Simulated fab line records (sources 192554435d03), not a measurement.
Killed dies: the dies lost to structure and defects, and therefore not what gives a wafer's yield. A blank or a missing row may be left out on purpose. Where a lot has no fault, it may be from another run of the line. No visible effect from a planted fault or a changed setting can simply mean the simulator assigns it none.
fab line records	flow n5_finfet
record: lots: 7	wafers: 19	last_day: 17
route steps=1938 shown BEOL_M6@1241 PASSIVATION@1936
lots untouched by any fault: they come from a run of this same line in which no faults occurred
start_h: start of the lot's first displayed wafer, in hours after the record's first day	wait_h: hours elapsed since this lot's preceding step	" unchanged from the row above	L1.1+2: one row covering several wafers at once	- no value, or no start was given	* or withheld: withheld	< > ~ a bound
route shown NAME@n: NAME is a module with steps in the file, n the number in the route of the first one	usual: mean and standard deviation over wafers with no fault	same: alike in all rows	chamber/n: place in a boat	sites: readings site by site	_std_site: the values' standard deviation	_edge_site: inner sites' mean taken away from outer sites' mean	radius_mm: how far each site lies from the wafer's centre	mask NAME#n: copy n	behind: the tool/chamber that last shaped the wafer	hold: why the lot went on hold/how many hours it stayed there/how the hold came to an end	device: names the non-switching transistor (n, p or np)	end of line: tests run on the same wafers once the route is complete	a step without rows: its recipe alone	killed: at the first sort, the dies lost to defects and structure; wafer yield is something else	map: shows each die of a wafer: x if killed, . if not, _ if none is there
set.NAME: the setting as run; set.NAME@STEP: as run at that earlier step	model.NAME: the simulator's own value behind a step, which no gauge read
lots at selected steps of the route; one table per step, one row per wafer
services: when a tool's chamber went out of use (start_h, in hours from the record's first day, below 0 if earlier), for how many hours, and the reason
== steps ==
step: N5_BEOL_M6_STRIP_80
recipe: chemistry: N2/H2	time_s: 10	power_w: 450	temp_c: 40	pressure_mtorr: 20	rf_frequency_hz: 6e+07	bias_power_w: 7	n2_flow_sccm: 200	h2_flow_sccm: 200
usual: drypump_motor_current_A: 5.5/0.38	h2_flow_sccm: 200.0/0.58	oes_product_au: 0.80/0.084	rf_vpp_V: 59.2/0.85	showerhead_plenum_p_Torr: 2.53/0.097	throttle_valve_pct: 23.6/0.33
lot.wafer	tool	chamber	start_h	wait_h	drypump_motor_current_A	h2_flow_sccm	oes_product_au	rf_hours_counter_h	rf_vpp_V	showerhead_plenum_p_Torr	throttle_valve_pct
L794.3	rie_diel-05	2	-	-	5.7	200.3	0.76	150	58.5	2.35	24.3
L794.4	"	0	"	"	4.9	200.3	0.72	199	58.9	2.43	23.8
L794.6	"	1	"	"	5.6	199.5	0.79	-	57.4	2.47	23.5
L798.1	rie_diel-05	2	-	-	5.7	200.1	0.76	157	56.8	2.35	24.3
L798.4	"	1	"	"	5.6	200.6	0.78	84	59.4	2.46	23.5
L798.5	"	1	"	"	5.6	200.0	0.78	-	59.0	2.46	23.5
L806.3	rie_diel-04	0	-	-	6.0	199.1	0.86	47	59.8	2.58	23.3
L806.5	"	2	"	"	5.7	200.0	0.90	-	59.1	2.56	23.5
L806.6	"	3	"	"	5.1	200.8	0.85	-	59.5	2.60	23.2
L808.2	rie_diel-04	3	-	-	5.0	200.1	0.84	41	59.3	2.60	23.2
L808.5	"	2	"	"	5.7	199.9	0.89	-	58.6	2.56	23.5
L812.1	rie_diel-05	2	-	-	5.7	200.0	0.72	194	58.0	2.33	24.4
L812.5	"	2	"	"	5.7	199.7	0.72	-	59.0	2.33	24.4
L816.1	rie_diel-01	3	-	-	6.0	200.1	0.67	246	58.4	2.61	23.8
L816.2	"	2	"	"	5.4	200.3	0.77	122	58.3	2.54	23.4
L816.4	"	1	"	"	5.2	198.8	0.73	204	59.3	2.51	23.7
L815.1	rie_diel-01	1	-	-	5.2	199.0	0.72	205	59.7	2.51	23.7
L815.3	"	2	"	"	5.4	200.3	0.78	123	59.8	2.54	23.4
L815.5	"	3	"	"	6.0	199.6	0.68	-	59.9	2.61	23.8
step: N5_BEOL_M6_OCD_MEAS_38
usual: trench_depth_nm: 94.0/2.1
lot.wafer	tool	chamber	start_h	wait_h	trench_depth_nm
L794.3	ocd-01	-	190.80	-	95.2
L794.4	"	-	"	"	94.5
L794.6	"	-	"	"	90.3
L798.1	ocd-02	-	213.77	-	93.8
L798.4	"	-	"	"	89.0
L798.5	"	-	"	"	89.5
L806.3	ocd-01	-	274.44	-	93.3
L806.5	"	-	"	"	92.3
L806.6	"	-	"	"	97.4
L808.2	ocd-01	-	281.79	-	98.5
L808.5	"	-	"	"	93.1
L812.1	ocd-02	-	310.41	-	94.3
L812.5	"	-	"	"	93.7
L816.1	ocd-01	-	327.96	-	93.5
L816.2	"	-	"	"	97.2
L816.4	"	-	"	"	92.6
L815.1	ocd-01	-	331.10	-	94.1
L815.3	"	-	"	"	96.8
L815.5	"	-	"	"	94.0
step: N5_BEOL_M6_HM_STRIP_39
recipe: chemistry: peroxide_tin_strip	material: TiN	target_depth_a: 250	temp_c: 50	time_s: 158
step: N5_BEOL_M6_SRD_40
recipe: time_s: 30	temp_c: 23	rinse_liquid: diw	dry: ipa_marangoni
step: N5_BEOL_M6_PRECLEAN_42
recipe: chemistry: residue_remover	time_s: 60	temp_c: 40
step: N5_BEOL_M6_SRD_43
recipe: time_s: 30	temp_c: 23	rinse_liquid: diw	dry: ipa_marangoni
step: N5_BEOL_M6_CD_MEAS_35
recipe: target_cd_nm: 40	target_cd_y_nm: 28	polarity: opening
usual: cd_nm: 39.5/0.8
lot.wafer	tool	chamber	start_h	wait_h	cd_nm
L794.3	cd_sem-02	-	190.96	0.0	38.7
L794.4	"	-	"	"	39.1
L794.6	"	-	"	"	38.0
L798.1	cd_sem-01	-	213.93	0.0	39.2
L798.4	"	-	"	"	38.7
L798.5	"	-	"	"	38.3
L806.3	cd_sem-03	-	274.59	0.0	40.5
L806.5	"	-	"	"	39.7
L806.6	"	-	"	"	40.1
L808.2	cd_sem-02	-	281.95	0.0	39.5
L808.5	"	-	"	"	39.4
L812.1	cd_sem-02	-	310.56	0.0	41.7
L812.5	"	-	"	"	39.4
L816.1	cd_sem-01	-	328.11	0.0	38.9
L816.2	"	-	"	"	38.4
L816.4	"	-	"	"	38.0
L815.1	cd_sem-01	-	331.26	0.0	39.0
L815.3	"	-	"	"	40.2
L815.5	"	-	"	"	39.2
step: N5_BEOL_M6_CURE_75
recipe: temp_c: 370	time_s: 120	ambient: DMADMS/He	material: SiCOH_lowk
usual: lamp_power_pct: 52.31/0.054	wafer_temp_C_max: 371.6/0.55
lot.wafer	tool	chamber	start_h	wait_h	lamp_power_pct	wafer_temp_C_max
L794.3	uv_cure-02	2	191.11	0.1	52.34	371.2
L794.4	"	2	"	"	52.37	371.4
L794.6	"	2	"	"	52.22	370.7
L798.1	uv_cure-01	0	213.97	0.0	52.32	371.9
L798.4	"	0	"	"	52.44	372.3
L798.5	"	0	"	"	52.29	372.3
L806.3	uv_cure-02	0	274.73	0.1	52.29	371.4
L806.5	"	0	"	"	52.29	370.9
L806.6	"	0	"	"	52.37	371.1
L808.2	uv_cure-01	2	282.04	0.1	52.34	371.5
L808.5	"	2	"	"	52.40	371.6
L812.1	uv_cure-01	0	310.63	0.1	52.28	371.7
L812.5	"	0	"	"	52.25	372.5
L816.1	uv_cure-02	0	328.15	0.0	52.33	371.1
L816.2	"	0	"	"	52.30	371.3
L816.4	"	0	"	"	52.31	371.2
L815.1	uv_cure-01	1	331.36	0.1	52.33	371.1
L815.3	"	1	"	"	52.21	371.1
L815.5	"	1	"	"	52.34	371.3
step: N5_BEOL_M6_DEGAS_44
recipe: ambient: vacuum	temp_c: 250	time_s: 60
usual: heater_power_w: 328/24
lot.wafer	tool	chamber	start_h	wait_h	heater_power_w
L794.3	pvd_sputter-01	-	191.34	0.2	355
L794.4	"	-	"	"	323
L794.6	"	-	"	"	322
L798.1	pvd_sputter-02	-	214.34	0.3	344
L798.4	"	-	"	"	296
L798.5	"	-	"	"	345
L806.3	pvd_sputter-02	-	275.09	0.3	370
L806.5	"	-	"	"	339
L806.6	"	-	"	"	373
L808.2	pvd_sputter-01	-	282.40	0.3	324
L808.5	"	-	"	"	329
L812.1	pvd_sputter-02	-	311.13	0.5	381
L812.5	"	-	"	"	315
L816.1	pvd_sputter-02	-	328.82	0.6	356
L816.2	"	-	"	"	364
L816.4	"	-	"	"	308
L815.1	pvd_sputter-02	-	331.76	0.4	377
L815.3	"	-	"	"	303
L815.5	"	-	"	"	379
step: N5_BEOL_M6_PRE_CLEAN_45
recipe: gas: H2/He	time_s: 30	temp_c: 250
step: N5_BEOL_M6_ALD_77
recipe: material: TaN	target_thk_a: 20	temp_c: 275	ald_precursor_family: PDMAT	ald_co_reactant: NH3	pressure_torr: 3	carrier_flow_sccm: 1500	pulse_time_s: 2	purge_time_s: 3	co_reactant_purge_time_s: 2	co_reactant_pulse_time_s: 3	ald_cycles: 40	precursor_vessel_temp_c: 75	precursor_vessel_pressure_torr: 26.25	precursor_vessel_carrier_sccm: 1000
usual: heater_power_w: 429/65
same: co_reactant_pulse_time_s: 3
lot.wafer	tool	chamber	start_h	wait_h	heater_power_w
L794.3	ald_metal-04	2	191.66	0.3	510
L794.4	"	3	"	"	412
L794.6	"	1	"	"	440
L798.1	ald_metal-04	2	214.47	0.1	502
L798.4	"	3	"	"	400
L798.5	"	0	"	"	475
L806.3	ald_metal-01	1	275.21	0.1	540
L806.5	"	1	"	"	548
L806.6	"	0	"	"	364
L808.2	ald_metal-01	1	282.52	0.1	550
L808.5	"	3	"	"	335
L812.1	ald_metal-04	1	311.23	0.0	435
L812.5	"	2	"	"	513
L816.1	ald_metal-03	2	328.95	0.1	380
L816.2	"	1	"	"	403
L816.4	"	0	"	"	498
L815.1	ald_metal-03	2	331.86	0.0	397
L815.3	"	0	"	"	506
L815.5	"	2	"	"	376
step: N5_BEOL_M6_SURFACE_TREAT_79
recipe: gas: Ar	time_s: *	ion_energy_ev: *	ion_current_ma_cm2: 0.5	pressure_mtorr: *	ar_flow_sccm: 30
step: N5_BEOL_M6_CVD_78
recipe: material: Co	target_thk_a: 20	temp_c: withheld	precursor: CCTBA/H2	pressure_torr: 30	time_s: 142.3
usual: run_length_s: 165.0/0.46
lot.wafer	tool	chamber	start_h	wait_h	run_length_s
L794.3	cvd_co-01	0	192.11	0.1	165.1
L794.4	"	1	"	"	164.2
L794.6	"	1	"	"	164.3
L798.1	cvd_co-02	0	216.44	0.3	164.8
L798.4	"	0	"	"	165.0
L798.5	"	0	"	"	165.3
L806.3	cvd_co-01	1	275.73	0.1	164.6
L806.5	"	0	"	"	168.2
L806.6	"	1	"	"	164.8
L808.2	cvd_co-01	0	283.13	0.3	168.1
L808.5	"	1	"	"	167.5
L812.1	cvd_co-01	1	311.63	0.0	164.5
L812.5	"	1	"	"	167.3
L816.1	cvd_co-02	1	329.35	0.0	164.3
L816.2	"	2	"	"	165.5
L816.4	"	1	"	"	165.1
L815.1	cvd_co-02	1	332.26	0.0	165.1
L815.3	"	0	"	"	165.0
L815.5	"	2	"	"	165.6
step: N5_BEOL_M6_SPUTTER_48
recipe: material: Cu	target_thk_a: 100	temp_c: -20	bias_v: 60	power_w: 26000	chamber_pressure_pa: 0.13	time_s: 1.667
usual: chuck_sensor_temp_C: -15.7/0.55	throttle_valve_pct: 29.8/1.1
lot.wafer	tool	chamber	start_h	wait_h	chuck_sensor_temp_C	throttle_valve_pct
L794.3	pvd_sputter-02	-	192.32	0.2	-16.0	29.6
L794.4	"	-	"	"	-16.5	29.6
L794.6	"	-	"	"	-14.9	30.7
L798.1	pvd_sputter-01	-	216.63	0.1	-15.6	31.8
L798.4	"	-	"	"	-15.6	29.9
L798.5	"	-	"	"	-16.2	29.0
L806.3	pvd_sputter-01	-	275.86	0.1	-16.3	29.3
L806.5	"	-	"	"	-15.9	31.0
L806.6	"	-	"	"	-15.5	31.7
L808.2	pvd_sputter-01	-	283.48	0.3	-15.6	29.6
L808.5	"	-	"	"	-15.8	29.6
L812.1	pvd_sputter-02	-	311.91	0.2	-15.1	27.7
L812.5	"	-	"	"	-16.0	29.6
L816.1	pvd_sputter-02	-	331.06	1.7	-14.9	31.1
L816.2	"	-	"	"	-15.3	27.9
L816.4	"	-	"	"	-15.9	29.3
L815.1	pvd_sputter-02	-	332.44	0.1	-14.7	30.9
L815.3	"	-	"	"	-16.3	29.8
L815.5	"	-	"	"	-16.1	29.5
step: N5_PASSIVATION_PROBE_49
usual: defect_limited_yield: 91.1/1.6	killed_at_M0_to_M3: 35/11	killed_at_M4_up: 13/5.4	killed_at_contacts: 13/6.5	killed_at_front_end: 40/14	killed_at_other: 4/3.1	killed_dies: 105/18	killed_open: 69/14	killed_short: 34/7.3	sort_bin_5_function: 5.2/0.96	sort_bin_6_memory: 3.4/0.77	sort_bin_8_speed: 0.02/0.13	sort_n_pass: 1075/19	sort_yield_pct: 91.1/1.6
same: gross_dies: 1180	killed_at_back_side: 0	sort_bin_4_leakage[%]: 0
lot.wafer	tool	chamber	start_h	wait_h	defect_limited_yield[%]	killed_at_M0_to_M3	killed_at_M4_up	killed_at_contacts	killed_at_front_end	killed_at_other	killed_dies	killed_open	killed_short	sort_bin_5_function[%]	sort_bin_6_memory[%]	sort_bin_8_speed[%]	sort_n_pass	sort_yield_pct[%]
L794.3	prober-02	-	285.42	0.2	89.7	61	9	7	43	2	122	75	40	5.7	4.2	0	1058	89.7
L794.4	prober-02	-	285.47	0.3	90.2	49	12	8	44	3	116	62	49	6.1	3.3	0	1064	90.2
L794.6	prober-02	-	285.57	0.4	89.1	52	14	13	41	9	129	79	46	5.6	4.8	0	1051	89.1
L798.1	prober-02	-	308.45	0.0	92.5	19	20	13	34	2	88	67	19	4.8	2.3	0	1092	92.5
L798.4	prober-02	-	308.60	0.2	93.2	19	10	14	37	0	80	58	22	4.5	2.2	0	1100	93.2
L798.5	prober-02	-	308.65	0.2	93.4	27	11	7	31	2	78	50	26	4.1	2.5	0	1102	93.4
L806.3	prober-02	-	367.98	0.1	91.9	39	15	12	27	2	95	67	27	4.8	3.1	0	1085	91.9
L806.5	prober-02	-	368.08	0.2	89.8	46	22	13	35	4	120	88	32	5.5	4.2	0	1060	89.8
L806.6	prober-02	-	368.13	0.3	91.0	49	19	9	24	5	106	64	41	4.5	4.2	0	1074	91.0
L808.2	prober-01	-	370.03	0.1	91.5	33	14	31	17	5	100	62	38	5.3	3.0	0	1080	91.5
L812.1	prober-02	-	398.46	0.0	90.8	35	14	13	44	3	109	69	30	6.2	2.6	0	1071	90.8
L812.5	prober-02	-	398.66	0.2	90.5	48	11	10	41	2	112	61	39	5.8	3.2	0.42	1063	90.1
L815.1	prober-01	-	413.69	0.0	90.5	28	13	22	45	4	112	79	33	5.7	3.5	0	1068	90.5
L815.3	prober-01	-	413.79	0.1	89.3	33	8	23	54	8	126	70	48	6.9	3.1	0	1054	89.3
L815.5	prober-01	-	413.89	0.2	87.0	37	7	10	98	1	153	113	36	7.9	4.7	0	1027	87.0
killed by level:class
L794.3 BEOL_M0_SAQP:geometric_particle:open=22 BEOL_M0_SAQP:geometric_particle:short=14 STI_FIN_REVEAL:geometric_particle:open=7 BEOL_M1:geometric_particle:open=7 BEOL_M1:geometric_particle:short=7 FIN_SAQP:geometric_particle:open=6 DUMMY_GATE:geometric_particle:open=6 MOL_CONTACT_COAG:geometric_particle:open=5
L794.4 BEOL_M0_SAQP:geometric_particle:short=16 BEOL_M0_SAQP:geometric_particle:open=12 FIN_SAQP:geometric_particle:open=8 GATE_CUT:geometric_particle:short=7 STI_FIN_REVEAL:geometric_particle:open=6 BEOL_M1:geometric_particle:open=5 BEOL_M2:geometric_particle:open=5 FIN_SAQP:geometric_particle:short=4
L794.6 BEOL_M0_SAQP:geometric_particle:short=12 BEOL_M1:geometric_particle:open=11 MOL_CONTACT_COAG:geometric_particle:open=10 BEOL_M0_SAQP:geometric_particle:open=10 STI_FIN_REVEAL:geometric_particle:open=8 GATE_CUT:geometric_particle:short=6 BEOL_M2:geometric_particle:open=6 FIN_SAQP:geometric_particle:open=5
L798.1 MOL_CONTACT_COAG:geometric_particle:open=12 BEOL_M1:geometric_particle:open=9 BEOL_M4:geometric_particle:open=8 DUMMY_GATE:geometric_particle:open=7 STI_FIN_REVEAL:geometric_particle:open=6 FIN_SAQP:geometric_particle:open=4 FIN_SAQP:geometric_particle:short=4 BEOL_M0:geometric_particle:short=4
L798.4 MOL_CONTACT_COAG:geometric_particle:open=12 FIN_SAQP:geometric_particle:open=10 DUMMY_GATE:geometric_particle:open=8 BEOL_M1:geometric_particle:open=5 FIN_SAQP:geometric_particle:short=4 BEOL_M2:geometric_particle:open=4 BEOL_M2:geometric_particle:short=4 STARTING-WAFER:geometric_particle:open=4
L798.5 BEOL_M1:geometric_particle:open=8 DUMMY_GATE:geometric_particle:short=7 STARTING-WAFER:geometric_particle:open=7 DUMMY_GATE:geometric_particle:open=6 MOL_CONTACT_COAG:geometric_particle:open=5 BEOL_M0:geometric_particle:open=4 BEOL_M3:geometric_particle:open=4 BEOL_M0:geometric_particle:short=3
L806.3 BEOL_M1:geometric_particle:open=17 MOL_CONTACT_COAG:geometric_particle:open=8 FIN_SAQP:geometric_particle:open=7 BEOL_M2:geometric_particle:open=6 BEOL_M4:geometric_particle:open=5 BEOL_M5:geometric_particle:open=5 FIN_SAQP:geometric_particle:short=4 BEOL_M2:geometric_particle:short=4
L806.5 BEOL_M1:geometric_particle:open=22 STI_FIN_REVEAL:geometric_particle:open=14 BEOL_M4:geometric_particle:open=10 BEOL_M0_SAQP:geometric_particle:short=8 MOL_CONTACT_COAG:geometric_particle:open=7 BEOL_M2:geometric_particle:open=7 MOL_CONTACT_COAG:geometric_particle:short=6 BEOL_M5:geometric_particle:open=5
L806.6 BEOL_M0_SAQP:geometric_particle:short=15 BEOL_M0_SAQP:geometric_particle:open=11 MOL_CONTACT_COAG:geometric_particle:open=9 BEOL_M2:geometric_particle:open=9 FIN_SAQP:geometric_particle:open=8 BEOL_M1:geometric_particle:open=6 BEOL_M4:geometric_particle:open=5 BEOL_M5:geometric_particle:open=4
L808.2 MOL_CONTACT_COAG:geometric_particle:short=16 MOL_CONTACT_COAG:geometric_particle:open=15 BEOL_M3:geometric_particle:open=12 BEOL_M0_SAQP:geometric_particle:short=7 BEOL_M5:geometric_particle:open=6 STI_FIN_REVEAL:geometric_particle:open=4 BEOL_M0_SAQP:geometric_particle:open=4 BEOL_M1:geometric_particle:open=4
L812.1 FIN_SAQP:geometric_particle:open=11 MOL_CONTACT_COAG:geometric_particle:open=10 BEOL_M2:geometric_particle:open=10 FIN_CUT:area_etch=10 BEOL_M0_SAQP:geometric_particle:open=8 FIN_SAQP:geometric_particle:short=5 DUMMY_GATE:geometric_particle:open=4 BEOL_M0_SAQP:geometric_particle:short=4
L812.5 BEOL_M0_SAQP:geometric_particle:short=12 FIN_CUT:area_etch=11 FIN_SAQP:geometric_particle:open=9 BEOL_M0_SAQP:geometric_particle:open=9 BEOL_M3:geometric_particle:open=9 BEOL_M2:geometric_particle:open=8 FIN_SAQP:geometric_particle:short=6 MOL_CONTACT_COAG:geometric_particle:short=5
L815.1 STI_FIN_REVEAL:geometric_particle:open=19 MOL_CONTACT_COAG:geometric_particle:open=17 BEOL_M2:geometric_particle:open=9 FIN_SAQP:geometric_particle:short=6 FIN_SAQP:geometric_particle:open=5 BEOL_M4:geometric_particle:open=5 MOL_CONTACT_COAG:geometric_particle:short=5 BEOL_M2:geometric_particle:short=5
L815.3 MOL_CONTACT_COAG:geometric_particle:open=18 FIN_SAQP:geometric_particle:open=12 BEOL_M0_SAQP:geometric_particle:short=12 FIN_SAQP:geometric_particle:short=9 STI_FIN_REVEAL:geometric_particle:open=9 BEOL_M0_SAQP:geometric_particle:open=8 BEOL_M4:geometric_particle:short=7 ILD0:geometric_particle:open=5
L815.5 STI_FIN_REVEAL:geometric_particle:open=57 STI_FIN_REVEAL:geometric_particle:short=10 BEOL_M0_SAQP:geometric_particle:open=9 BEOL_M0_SAQP:geometric_particle:short=9 MOL_CONTACT_COAG:geometric_particle:open=8 FIN_SAQP:geometric_particle:open=7 BEOL_M2:geometric_particle:open=7 BEOL_M1:geometric_particle:open=6
== services ==
tool	chamber	start_h	hours	kind
uv_cure-02	-	169.54	2.2	repair
cvd_co-02	0	170.03	4.6	repair
cvd_co-01	-	176.37	1.5	repair
cvd_co-01	-	187.30	0.4	repair
rie_diel-01	3	195.47	16.5	repair
rie_diel-04	0	199.60	4.3	repair
cvd_co-02	-	201.09	1.2	repair
cvd_co-02	2	210.82	15.3	repair
rie_diel-05	0	245.48	11.8	repair
ald_metal-01	-	249.17	8.7	pm
ald_metal-04	1	258.31	4.8	repair
ald_metal-04	-	259.49	0.8	repair
rie_diel-01	-	259.93	15.6	pm
rie_diel-05	3	266.21	-	clean
rie_diel-05	3	266.21	-	consumable_replace:focus_ring
rie_diel-05	3	266.21	19.3	scheduled_down
ald_metal-01	2	273.62	11.8	repair
uv_cure-02	-	277.50	7.5	pm
ald_metal-01	-	279.51	0.6	repair
rie_diel-01	1	286.84	1.3	repair
uv_cure-02	-	288.45	18.8	repair
rie_diel-05	3	295.88	15.1	repair
rie_diel-01	0	311.92	8.4	repair
rie_diel-05	0	314.81	2.2	repair
== key ==
first_sign: step: N5_BEOL_M6_CVD_78	reading: run_length_s	direction: up	sigmas: 6.1	usual: *	struck: *
effect none on later readings
met_at N5_BEOL_M6_CVD_78
struck_wafers L806.5,L808.2,L808.5,L812.5
baseline_loss: step: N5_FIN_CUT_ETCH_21	wafers: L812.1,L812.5
onset_between 192.11 275.73
fault: kind: process_parameter_drift	tool: cvd_co-01	chamber: -	onset_h: 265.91	steps: N5_BEOL_M6_CVD_78	channel: time_s	offset: *	shape: step	end_h: 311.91	scope: struck_wafers_only	acts_in: *	stated: *
baseline_loss: these wafers lose ten dies or more at that step, a loss of the line's own and not of a fault; the sort's usual values leave them out
